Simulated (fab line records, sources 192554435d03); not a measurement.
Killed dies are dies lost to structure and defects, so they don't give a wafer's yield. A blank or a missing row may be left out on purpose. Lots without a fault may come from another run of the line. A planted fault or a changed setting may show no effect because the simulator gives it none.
A struck lot beside a sound one | flow n5_finfet | 40 steps out of a route of 1938
Sound: wafers L240.1, L240.2, L240.6. Struck: wafer L247.3. (L247.2, L247.6 of the same lot were not struck and are left out.) The cause comes at the end.
At each step with rows: each side's tool, then ch and its chambers, then its first start. Under that, the readings that differ: sound wafers | struck wafers | difference of the means | sigmas: that difference in standard deviations of wafers without a fault.
alike: readings whose means differ by less than 2 such deviations, and words and numbers that are the same on both sides. not compared: withheld readings, readings that some wafer has no value for, bounds like >300 that may hide the same value, and numbers for which the record gives no deviation and whose values overlap.
The two part at a step that has a row with sigmas, a row that says differs or no value, or rows on one side only. Numbers that don't overlap but have no deviation are shown without sigmas and don't part them. A reading that every wafer of one side lacks parts them only if that side has two wafers or more.

N5_SDB_DESCUM_16: chemistry O2, time 7.9 s.
  sound on rie_diel-04 ch 0,1, day 4 17:06; struck on rie_diel-05 ch 3, day 6 13:13
  reading                         | sound          | struck | difference | sigmas
  showerhead_plenum_p_Torr (Torr) | 1.99 2.10 2.10 | 2.21   | +0.15      | +2
  alike: drypump_motor_current_A, oes_product_au, rf_vpp_V, temp_c, throttle_valve_pct
  not compared: rf_hours_counter_h
then, 1 step without rows for these wafers: N5_SDB_ETCH_17 (etches SiARC in CF4, target depth 23.4 nm, time 39 s).
N5_SDB_ETCH_18: etches SOC in N2/H2, target depth 100 nm, overetch 20 nm, time 150 s.
  sound on rie_diel-04 ch 0,1, day 4 17:10; struck on rie_diel-05 ch 3, day 6 13:17
  alike: drypump_motor_current_A, oes_product_au, rf_vpp_V, showerhead_plenum_p_Torr, temp_c, throttle_valve_pct
  not compared: rf_hours_counter_h
then, 3 steps without rows for these wafers: N5_SDB_STRIP_19 (strips in N2/H2); N5_SDB_STRIP_21 (strips in CF4); N5_SDB_HM_OPEN_20 (chemistry CH3F/O2, target SiNx, stops on poly-Si, target depth 24 nm).
N5_SDB_STRIP_22: strips in N2/H2.
  sound on plasma_asher-01 ch 0,1, day 4 17:25; struck on plasma_asher-02 ch 0, day 6 13:31
  reading                     | sound       | struck | difference | sigmas
  drypump_motor_current_A (A) | 5.7 5.9 5.7 | 6.4    | +0.6       | +2
  heater_power_w (W)          | 312 281 310 | 337    | +36        | +2
  alike: oes_product_au, strip_time_to_endpoint_s, temp_c
  not compared: rf_hours_counter_h
then, 2 steps without rows for these wafers: N5_SDB_PRECLEAN_23 (cleans in dHF, time 30 s); N5_SDB_DUMMY_REMOVE_24 (chemistry TMAH, target poly-Si, stops on SiO2, target depth 142 nm, time 57 s, rinse time 30 s).
N5_SDB_ETCH_25: etches SiO2 in C4F6/O2, target depth 10 nm, time 3.3 s.
  sound on rie_diel-04 ch 2,3, day 4 19:20; struck on rie_diel-05 ch 3, day 6 14:02
  alike: drypump_motor_current_A, oes_f_703_au, oes_product_au, rf_vpp_V, showerhead_plenum_p_Torr, throttle_valve_pct
  not compared: rf_hours_counter_h
then, 2 steps without rows for these wafers: N5_SDB_CUT_ETCH_26 (etches Si in HBr/Cl2/O2, target depth 129.6 nm, bt time 20 s, time 51.8 s); N5_SDB_PRECLEAN_38 (cleans in dHF, time 10 s).
N5_SDB_PRECLEAN_39: cleans in O3/DIW, time 45 s.
  sound on wet_bench-06 ch 1,5,6, day 4 19:33; struck on wet_bench-06 ch 6, day 6 14:14
  reading    | sound             | struck | difference | sigmas
  temp_c (C) | 22.26 21.97 22.09 | 21.78  | -0.33      | -3
then, 3 steps without rows for these wafers: N5_SDB_SRD_28 (time 30 s); N5_SDB_ALD_29 (deposits SiNx, target thk 30 nm, pulse time 1 s, ald cycles 600); N5_SDB_CMP_30 (polishes, stops on poly-Si, t overpolish 1.54 s, target thk 30 nm).
N5_SDB_THK_MEAS_31:
  sound on film_metro-01, day 4 23:50; struck on film_metro-02, day 6 17:20
  alike: SDB_THK
N5_DUMMY_REMOVAL_HM_STRIP_01: strips SiNx in CH3F/O2, stops on poly-Si, target depth 4 nm, time 6.8 s.
  sound on rie_diel-06 ch 2,3, day 5 00:26; struck on rie_diel-02 ch 2, day 6 17:23
  reading                         | sound             | struck | difference | sigmas
  showerhead_plenum_p_Torr (Torr) | 2.05 2.12 2.05    | 1.91   | -0.16      | -2
  throttle_valve_pct (%)          | 16.18 15.99 16.18 | 16.68  | +0.56      | +2
  alike: drypump_motor_current_A, oes_product_au, rf_vpp_V
  not compared: rf_hours_counter_h
then, 19 steps without rows for these wafers: N5_DUMMY_REMOVAL_STRIP_10 (strips in N2/H2, time 40 s); N5_DUMMY_REMOVAL_PRECLEAN_07 (cleans in dHF, time 30 s); N5_DUMMY_REMOVAL_DUMMY_REMOVE_02 (chemistry TMAH, target poly-Si, stops on SiO2, target depth 142 nm, time 57 s, rinse time 30 s); N5_DUMMY_REMOVAL_PRECLEAN_08 (cleans in NF3:NH3, afs cycles 2, time 20 s, sublimation time 60 s); N5_DUMMY_REMOVAL_PRECLEAN_04 (cleans in DHF, time 37 s); N5_DUMMY_REMOVAL_SRD_05 (time 30 s); N5_HKMG_FIN_IL_REGROW_00 (material SiO2, chemistry O3, target thk 0.75 nm, time 30 s); N5_HKMG_FIN_HK_ALD_01 (deposits HfO2, target thk 1.6 nm, pulse time 3 s, purge time 3 s); N5_HKMG_FIN_HK_ANNEAL_02 (time 30 s); N5_HKMG_FIN_ALD_74 (deposits La2O3, target thk 0.5 nm, pulse time 6 s, co reactant pulse time 1 s); N5_HKMG_FIN_ALD_75 (deposits Al2O3, target thk 1 nm, co reactant pulse time 1 s); N5_HKMG_FIN_COAT_41 (time 60 s, resist thk 300 nm); N5_HKMG_FIN_COAT_42 (time 60 s, resist thk 35 nm); N5_HKMG_FIN_COAT_43 (resist thk 90 nm); N5_HKMG_FIN_EBR_45; N5_HKMG_FIN_SOFTBAKE_44 (time 60 s); N5_HKMG_FIN_EXPOSE_46 (exposes mask NDIPOLE); N5_HKMG_FIN_PEB_47 (peb time 60 s); N5_HKMG_FIN_DEVELOP_48 (develop time 30 s).
N5_HKMG_FIN_CD_MEAS_49: target cd 202 nm.
  sound on cd_sem-01 ch 0, day 5 01:58; struck on cd_sem-01 ch 0, day 6 18:56
  alike: cd_nm
N5_HKMG_FIN_OVL_MEAS_50:
  sound on overlay-02 ch 0, day 5 01:59; struck on overlay-02 ch 0, day 6 18:58
  reading          | sound          | struck | difference | sigmas
  NDIPOLE_OVL (nm) | -0.8 -0.9 -0.1 | -2.1   | -1.5       | -2
-- the record jumps here: 8 days lie between the struck wafers' starts before and after (it left off in module HKMG_FIN and takes up again in module PASSIVATION, whose first step shown is number 1936 of the route) --
N5_PASSIVATION_PROBE_49:
  sound on prober-02, day 12 13:10; struck on prober-02, day 14 16:11
  reading                  | sound          | struck | difference | sigmas
  defect_limited_yield (%) | 93.2 93.7 94.4 | 87.1   | -6.7       | -4
  killed_at_front_end      | 39 26 26       | 89     | +59        | +5
  killed_dies              | 80 74 66       | 152    | +79        | +4
  killed_on_rim            | 7 8 5          | 30     | +23        | +6
  killed_open              | 58 47 42       | 79     | +30        | +2
  sort_bin_5_function (%)  | 4.7 4.2 3.1    | 7.9    | +3.9       | +4
  sort_bin_6_memory (%)    | 1.9 1.9 2.5    | 3.9    | +1.8       | +3
  sort_n_pass              | 1100 1106 1114 | 1028   | -79        | -4
  sort_yield_pct (%)       | 93.2 93.7 94.4 | 87.1   | -6.7       | -4
  alike: killed_at_M0_to_M3, killed_at_M4_up, killed_at_contacts, killed_at_other, killed_short

WHERE THEY PART
First at N5_SDB_DESCUM_16; last, within this record, at N5_PASSIVATION_PROBE_49.

WHY: what the simulator had put in
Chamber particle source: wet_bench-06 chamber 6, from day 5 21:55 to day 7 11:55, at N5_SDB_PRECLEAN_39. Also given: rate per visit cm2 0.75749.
